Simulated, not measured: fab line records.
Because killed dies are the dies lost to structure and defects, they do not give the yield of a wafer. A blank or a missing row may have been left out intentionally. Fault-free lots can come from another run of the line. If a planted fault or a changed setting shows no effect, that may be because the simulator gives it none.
What tool caused it? ; flow n5 finfet ; 9 lots, 27 wafers sampled, at 2 steps of a route of 1938

## WHAT THE GAUGES SHOWED, per wafer
N5_BEOL_M0_CUTY_OVL_MEAS_58.
lot;measured;on;M0_ABLK_OVL (nm)
L677;day 5 16:32;overlay-02;-0.1 -1.8 -0.6
L679;day 6 08:09;overlay-02;0.3 0.2 1.4
L681;day 6 15:08;overlay-02;-0.2 -1.1 0.1
L682;day 6 21:32;overlay-01;-0.5 0.2 -0.8
L689;day 9 00:32;overlay-01;0.3 -0.6 -0.1
L691;day 9 15:41;overlay-01;-0.5 0.3 -0.7
L692;day 9 16:00;overlay-02;-0.8 -0.6 -0.1
L699;day 11 06:37;overlay-02;12.2 11.0 10.6
L700;day 11 17:41;overlay-02;11.5 10.9 11.9

## TOOL THAT RAN EACH LOT (tool first, then ch and the chambers of the sampled wafers, then the start)
lot;N5_BEOL_M0_CUTY_EXPOSE_54
L677;arfi scanner-01 ch 0, day 5 16:24
L679;arfi scanner-03 ch 0, day 6 08:01
L681;arfi scanner-01 ch 0, day 6 14:59
L682;arfi scanner-03 ch 0, day 6 21:23
L689;arfi scanner-01 ch 0, day 9 00:24
L691;arfi scanner-01 ch 0, day 9 15:32
L692;arfi scanner-03 ch 0, day 9 15:50
L699;arfi scanner-01 ch 0, day 11 06:28
L700;arfi scanner-01 ch 0, day 11 17:32
- N5_BEOL_M0_CUTY_EXPOSE_54: exposes mask M0 ABLK.

## THE ANSWER, worked out from the rows above alone
Rule: the lots themselves supply what counts as usual. The widest of any qualifying gaps counts: lots, ordered by their means at a reading, are off when they make up no more than a third of the lots, leave a main group of 4 or more, and stand apart from it by 3 or more times the standard deviation of that group's means. A main group whose means are all the same, to the digits that the tables above print for the reading, isn't used. Also off: a lot with no number at a reading for which 4 or more lots have one. The other lots that the step has rows for count as sound.
Off: at N5_BEOL_M0_CUTY_OVL_MEAS_58 (M0_ABLK_OVL), L699, L700. Mean -0.3 nm and standard deviation 0.42 in the main group.
A tool fits if, at a process step before that reading, it ran every lot that is off, and no sound lot after the first of them. Gauges at N5_BEOL_M0_CUTY_OVL_MEAS_58: tried the same way as those tools. This does not decide it: 2 tools fit, namely arfi scanner-01 at N5_BEOL_M0_CUTY_EXPOSE_54 and overlay-02 at N5_BEOL_M0_CUTY_OVL_MEAS_58.

## WHAT WAS PUT IN BY THE SIMULATOR
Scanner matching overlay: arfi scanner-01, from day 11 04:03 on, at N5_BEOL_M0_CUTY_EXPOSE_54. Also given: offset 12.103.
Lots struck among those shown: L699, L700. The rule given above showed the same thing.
